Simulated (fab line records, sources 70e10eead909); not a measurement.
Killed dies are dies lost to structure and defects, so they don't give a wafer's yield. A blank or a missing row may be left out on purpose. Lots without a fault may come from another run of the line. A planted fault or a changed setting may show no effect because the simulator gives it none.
Chamber matching | flow nand_harc | NHARC_A_M1_DEP_33 on pecvd-02: 3 sister chambers
The step deposits SiCN, target thk 30 nm. 6 wafers are shown with their chamber, then 10 later ones without.

WAFERS WITH THEIR CHAMBER
wafer  | chamber | heater_power_w (W)
L878.4 | 1       | 567
L883.1 | 0       | 659
L883.3 | 2       | 507
L883.6 | 1       | 557
L882.1 | 2       | 514
L882.4 | 0       | 710

WAFERS WITHOUT THEIR CHAMBER
wafer  | heater_power_w (W)
L882.5 | 529
L884.1 | 546
L884.3 | 693
L884.6 | 703
L888.1 | 738
L888.2 | 498
L888.6 | 476
L889.2 | 536
L889.3 | 718
L889.6 | 469

WHICH CHAMBER EACH WENT THROUGH
wafer  | from the rows above     | in truth
L882.5 | can't be placed: 2 or 1 | 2
L884.1 | can't be placed: 1 or 2 | 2
L884.3 | 0                       | 0
L884.6 | 0                       | 0
L888.1 | 0                       | 0
L888.2 | 2                       | 2
L888.6 | 2                       | 2
L889.2 | can't be placed: 2 or 1 | 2
L889.3 | 0                       | 0
L889.6 | 2                       | 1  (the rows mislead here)
Placed correctly: 6 of 10. Can't be placed from these rows: 3 (the true chamber is among the candidates in 3). Placed wrongly: 1.
How it was worked out, from the rows above alone: a wafer's distance from a chamber is the root of the sum, over the readings, of the square of ((its reading less the chamber's mean) divided by the reading's scatter). The wafer belongs to the nearest chamber; if the next one is less than 2 further off, it can't be placed. A chamber's mean is the mean of its shown wafers. The scatter: the root of (the sum of the squares of (reading less its chamber's mean) over the shown wafers, divided by (wafers less chambers)).
